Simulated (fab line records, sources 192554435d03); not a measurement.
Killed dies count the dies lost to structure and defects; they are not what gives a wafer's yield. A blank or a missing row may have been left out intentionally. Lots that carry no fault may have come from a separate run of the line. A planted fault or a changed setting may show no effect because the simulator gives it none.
The tool behind it: which one? | flow n5 finfet | 24 lots, 72 wafers sampled, at 6 steps of a route of 1938

WHAT EACH GAUGE READ, for each wafer
N5_BEOL_M14_RS_MEAS_54: uses a four-point probe to measure.
lot  | measured     | on            | M14_RS (ohm/sq)
L074 | day 12 08:52 | film metro-02 | 0.0339 0.0346 0.0326
L075 | day 12 09:40 | film metro-01 | 0.0326 0.0337 0.0328
L076 | day 13 01:25 | film metro-01 | 0.0340 0.0346 0.0322
L078 | day 13 03:16 | film metro-02 | 0.0337 0.0347 0.0350
L077 | day 13 03:40 | film metro-01 | 0.0329 0.0325 0.0322
L081 | day 13 14:26 | film metro-01 | 0.0332 0.0327 0.0332
L082 | day 13 18:05 | film metro-01 | 0.0328 0.0328 0.0331
L080 | day 14 01:58 | film metro-01 | 0.0331 0.0333 0.0335
L079 | day 14 06:34 | film metro-02 | 0.0347 0.0320 0.0341
L084 | day 14 06:48 | film metro-02 | 0.0334 0.0323 0.0325
L083 | day 14 12:01 | film metro-01 | 0.0328 0.0337 0.0324
L086 | day 14 15:50 | film metro-01 | 0.0334 0.0331 0.0349
L085 | day 15 03:10 | film metro-01 | 0.0329 0.0330 0.0327
L090 | day 15 08:31 | film metro-01 | 0.0326 0.0330 0.0324
L087 | day 15 13:38 | film metro-02 | 0.0338 0.0335 0.0321
L088 | day 15 20:16 | film metro-02 | 0.0354 0.0341 0.0351
L089 | day 15 21:01 | film metro-02 | 0.0326 0.0326 0.0329
L092 | day 16 12:42 | film metro-01 | 0.0328 0.0335 0.0333
L091 | day 16 16:19 | film metro-01 | 0.0328 0.0352 0.0328
L093 | day 16 16:35 | film metro-01 | 0.0333 0.0333 0.0331
L094 | day 16 22:13 | film metro-02 | 0.0330 0.0335 0.0342
L096 | day 17 16:44 | film metro-01 | 0.0332 0.0327 0.0337
L095 | day 17 16:56 | film metro-01 | 0.0327 0.0336 0.0329
L097 | day 17 22:29 | film metro-01 | 0.0322 0.0329 0.0322

N5_BEOL_M15_OVL_MEAS_11.
lot  | measured     | on         | V14_OVL (nm)
L074 | day 12 09:31 | overlay-01 | 2 -7 6
L075 | day 12 10:19 | overlay-01 | 5 -2 -5
L076 | day 13 02:04 | overlay-02 | 3 -6 5
L078 | day 13 04:21 | overlay-01 | -5 -9 -6
L077 | day 13 04:19 | overlay-02 | 1 1 1
L081 | day 13 15:05 | overlay-02 | 5 -2 5
L082 | day 13 18:58 | overlay-01 | -7 1 -5
L080 | day 14 02:46 | overlay-01 | -7 -4 10
L079 | day 14 07:20 | overlay-02 | 6 8 -5
L084 | day 14 07:34 | overlay-01 | -2 -11 2
L083 | day 14 12:40 | overlay-01 | -2 0 -1
L086 | day 14 16:28 | overlay-01 | 7 1 12
L085 | day 15 03:56 | overlay-01 | 0 3 -1
L090 | day 15 09:10 | overlay-01 | -3 -6 -10
L087 | day 15 14:16 | overlay-01 | -1 3 -3
L088 | day 15 20:54 | overlay-01 | 2 3 -3
L089 | day 15 21:47 | overlay-01 | 6 2 6
L092 | day 16 13:21 | overlay-01 | -1 2 1
L091 | day 16 17:11 | overlay-02 | -5 0 -8
L093 | day 16 17:22 | overlay-01 | 4 6 -3
L094 | day 16 22:52 | overlay-02 | -14 -6 -1
L096 | day 17 17:23 | overlay-02 | 7 -3 -2
L095 | day 17 17:35 | overlay-02 | -1 -3 3
L097 | day 17 23:08 | overlay-01 | 1 -5 2

N5_BEOL_M15_CD_MEAS_17: target cd 360 nm.
lot  | measured     | on        | cd nm (nm)
L074 | day 12 10:04 | cd sem-02 | 362.8 360.6 360.9
L075 | day 12 10:52 | cd sem-01 | 356.5 359.3 357.5
L076 | day 13 02:46 | cd sem-01 | 357.7 362.3 358.2
L078 | day 13 04:56 | cd sem-02 | 360.7 364.2 364.9
L077 | day 13 04:54 | cd sem-01 | 361.5 363.1 360.9
L081 | day 13 15:39 | cd sem-03 | 361.6 360.6 363.9
L082 | day 13 19:38 | cd sem-03 | 360.3 359.7 358.8
L080 | day 14 03:22 | cd sem-01 | 356.0 359.5 358.2
L079 | day 14 07:53 | cd sem-02 | 362.7 360.6 363.1
L084 | day 14 08:17 | cd sem-02 | 358.1 359.2 360.2
L083 | day 14 13:13 | cd sem-03 | 360.3 364.3 364.1
L086 | day 14 17:02 | cd sem-03 | 362.7 362.9 361.2
L085 | day 15 04:34 | cd sem-01 | 360.2 358.9 357.8
L090 | day 15 09:44 | cd sem-01 | 359.0 360.8 362.3
L087 | day 15 14:50 | cd sem-02 | 367.0 364.0 363.3
L088 | day 15 21:28 | cd sem-01 | 362.6 358.6 359.7
L089 | day 15 22:20 | cd sem-03 | 363.5 359.3 362.2
L092 | day 16 13:55 | cd sem-02 | 362.1 360.2 359.7
L091 | day 16 18:07 | cd sem-03 | 360.3 362.1 365.3
L093 | day 16 18:18 | cd sem-01 | 361.2 360.0 359.9
L094 | day 16 23:25 | cd sem-01 | 357.7 357.5 355.6
L096 | day 17 17:56 | cd sem-01 | 361.5 357.9 362.0
L095 | day 17 18:24 | cd sem-01 | 359.6 357.9 360.7
L097 | day 17 23:43 | cd sem-03 | 364.1 362.9 361.1

N5_BEOL_M15_RS_MEAS_54: uses a four-point probe to measure.
lot  | measured     | on            | M15_RS (ohm/sq)
L074 | day 12 14:38 | film metro-01 | 0.0226 0.0218 0.0228
L075 | day 12 21:01 | film metro-02 | 0.0210 0.0212 0.0229
L076 | day 13 09:46 | film metro-01 | 0.0210 0.0225 0.0210
L078 | day 13 14:23 | film metro-02 | 0.0219 0.0213 0.0213
L077 | day 13 11:11 | film metro-01 | 0.0228 0.0212 0.0217
L081 | day 13 21:52 | film metro-02 | 0.0225 0.0215 0.0227
L082 | day 14 01:33 | film metro-02 | 0.0221 0.0224 0.0215
L080 | day 14 08:59 | film metro-01 | 0.0222 0.0210 0.0211
L079 | day 14 12:17 | film metro-01 | 0.0220 0.0218 0.0212
L084 | day 14 12:34 | film metro-02 | 0.0228 0.0219 0.0220
L083 | day 14 20:58 | film metro-02 | 0.0218 0.0208 0.0210
L086 | day 14 21:21 | film metro-01 | 0.0211 0.0227 0.0221
L085 | day 15 08:47 | film metro-01 | 0.0210 0.0222 0.0223
L090 | day 15 15:26 | film metro-02 | 0.0211 0.0222 0.0211
L087 | day 15 18:46 | film metro-01 | 0.0227 0.0218 0.0215
L088 | day 16 11:32 | film metro-02 | 0.0208 0.0221 0.0223
L089 | day 16 12:12 | film metro-01 | 0.0229 0.0214 0.0217
L092 | day 16 18:55 | film metro-02 | 0.0210 0.0212 0.0222
L091 | day 16 22:15 | film metro-01 | 0.0221 0.0222 0.0211
L093 | day 16 22:39 | film metro-02 | 0.0222 0.0221 0.0222
L094 | day 17 08:20 | film metro-02 | 0.0208 0.0224 0.0211
L096 | day 17 22:40 | film metro-02 | 0.0232 0.0223 0.0222
L095 | day 17 22:56 | film metro-02 | 0.0214 0.0212 0.0215
L097 | day 18 04:50 | film metro-01 | 0.0230 0.0208 0.0229

EACH LOT AND THE TOOL THAT RAN IT (in order: tool; ch and the chambers of the sampled wafers; start)
lot  | N5_BEOL_M14_SPUTTER_44       | N5_BEOL_M15_SPUTTER_45
L074 | pvd sputter-03, day 12 07:45 | pvd sputter-03, day 12 13:33
L075 | pvd sputter-01, day 12 08:34 | pvd sputter-01, day 12 19:56
L076 | pvd sputter-03, day 13 00:19 | pvd sputter-01, day 13 08:39
L078 | pvd sputter-02, day 13 02:10 | pvd sputter-01, day 13 13:19
L077 | pvd sputter-02, day 13 02:34 | pvd sputter-03, day 13 09:49
L081 | pvd sputter-03, day 13 13:20 | pvd sputter-01, day 13 20:47
L082 | pvd sputter-03, day 13 16:58 | pvd sputter-01, day 14 00:28
L080 | pvd sputter-01, day 14 00:45 | pvd sputter-03, day 14 07:51
L079 | pvd sputter-01, day 14 05:10 | pvd sputter-02, day 14 10:25
L084 | pvd sputter-03, day 14 05:20 | pvd sputter-02, day 14 10:49
L083 | pvd sputter-02, day 14 10:01 | pvd sputter-02, day 14 19:17
L086 | pvd sputter-01, day 14 14:43 | pvd sputter-03, day 14 19:35
L085 | pvd sputter-03, day 15 02:01 | pvd sputter-03, day 15 07:43
L090 | pvd sputter-03, day 15 07:19 | pvd sputter-01, day 15 14:21
L087 | pvd sputter-01, day 15 11:22 | pvd sputter-01, day 15 17:40
L088 | pvd sputter-01, day 15 18:59 | pvd sputter-01, day 16 10:28
L089 | pvd sputter-01, day 15 19:54 | pvd sputter-01, day 16 11:07
L092 | pvd sputter-01, day 16 11:24 | pvd sputter-01, day 16 17:50
L091 | pvd sputter-01, day 16 15:10 | pvd sputter-01, day 16 21:10
L093 | pvd sputter-03, day 16 15:16 | pvd sputter-03, day 16 21:13
L094 | pvd sputter-02, day 16 21:05 | pvd sputter-01, day 17 07:08
L096 | pvd sputter-01, day 17 15:20 | pvd sputter-02, day 17 21:02
L095 | pvd sputter-02, day 17 15:33 | pvd sputter-01, day 17 21:07
L097 | pvd sputter-03, day 17 20:48 | pvd sputter-01, day 18 03:28
- N5_BEOL_M14_SPUTTER_44: material Ta, target thk 15 nm, time 24.19 s.
- N5_BEOL_M15_SPUTTER_45: material Cu, target thk 100 nm, time 16.67 s.

WHAT THE TOOLS THEMSELVES READ (means of the sampled wafers that have a number; where no wafer has one, the mark that the record gives instead)
N5_BEOL_M14_SPUTTER_44.
lot  | tool           | chamber pressure pa (Pa) | throttle valve pct (%)
L074 | pvd sputter-03 | 0.07                     | 30.0
L075 | pvd sputter-01 | 0.07                     | 29.7
L076 | pvd sputter-03 | 0.07                     | 30.6
L078 | pvd sputter-02 | 0.07                     | 29.7
L077 | pvd sputter-02 | 0.07                     | 29.7
L081 | pvd sputter-03 | 0.07                     | 31.1
L082 | pvd sputter-03 | 0.07                     | 29.5
L080 | pvd sputter-01 | 0.07                     | 30.0
L079 | pvd sputter-01 | 0.07                     | 29.9
L084 | pvd sputter-03 | 0.07                     | 29.8
L083 | pvd sputter-02 | 0.07                     | 30.1
L086 | pvd sputter-01 | 0.07                     | 29.6
L085 | pvd sputter-03 | 0.07                     | 31.1
L090 | pvd sputter-03 | 0.07                     | 29.2
L087 | pvd sputter-01 | 0.07                     | 29.6
L088 | pvd sputter-01 | 0.07                     | 30.5
L089 | pvd sputter-01 | 0.07                     | 30.1
L092 | pvd sputter-01 | 0.07                     | 30.2
L091 | pvd sputter-01 | 0.07                     | 30.2
L093 | pvd sputter-03 | 0.07                     | 29.3
L094 | pvd sputter-02 | 0.07                     | 30.1
L096 | pvd sputter-01 | 0.07                     | 30.0
L095 | pvd sputter-02 | 0.07                     | 29.6
L097 | pvd sputter-03 | 0.07                     | 29.8

N5_BEOL_M15_SPUTTER_45.
lot  | tool           | chamber pressure pa (Pa) | throttle valve pct (%)
L074 | pvd sputter-03 | 0.12986                  | 31.1
L075 | pvd sputter-01 | 0.13009                  | 30.8
L076 | pvd sputter-01 | 0.12996                  | 30.6
L078 | pvd sputter-01 | 0.12994                  | 29.7
L077 | pvd sputter-03 | 0.13029                  | 30.2
L081 | pvd sputter-01 | 0.13028                  | 30.3
L082 | pvd sputter-01 | 0.13026                  | 30.7
L080 | pvd sputter-03 | 0.13005                  | 30.1
L079 | pvd sputter-02 | 0.12984                  | 29.0
L084 | pvd sputter-02 | 0.12993                  | 30.3
L083 | pvd sputter-02 | 0.12993                  | 30.1
L086 | pvd sputter-03 | 0.12974                  | 30.5
L085 | pvd sputter-03 | 0.13013                  | 30.7
L090 | pvd sputter-01 | 0.13006                  | 30.5
L087 | pvd sputter-01 | 0.12999                  | 30.6
L088 | pvd sputter-01 | 0.13005                  | 30.2
L089 | pvd sputter-01 | 0.13001                  | 30.0
L092 | pvd sputter-01 | 0.12992                  | 30.0
L091 | pvd sputter-01 | 0.12985                  | 30.6
L093 | pvd sputter-03 | 0.12973                  | 30.2
L094 | pvd sputter-01 | 0.13008                  | 30.3
L096 | pvd sputter-02 | 0.13018                  | 29.8
L095 | pvd sputter-01 | 0.12999                  | 30.3
L097 | pvd sputter-01 | 0.12983                  | 30.0

THE ANSWER, worked out from the rows above alone
Rule: what is usual is taken from the lots themselves. Put in order of their means at a reading, lots are off if they are a third of the lots or fewer, leave a main group of 4 or more, and stand apart from it by a gap of 3 or more times the standard deviation of the main group's means; of several such gaps the widest counts. If all means in a main group match to the digits the tables above print for the reading, that group is not used. A lot without any number at a reading at which 4 lots or more have one is off too. Any other lot the step has rows for is counted as sound. After the gauges, taken in route order, come the tools' own readings; for these a lot's mean is taken, as printed above. The first step at which some lot is off is used, and at that step the reading that is off furthest; a lot without a number counts as furthest.
Across all readings shown, no lot is off: no conclusion can be drawn from this.

WHAT HAD BEEN PUT IN BY THE SIMULATOR
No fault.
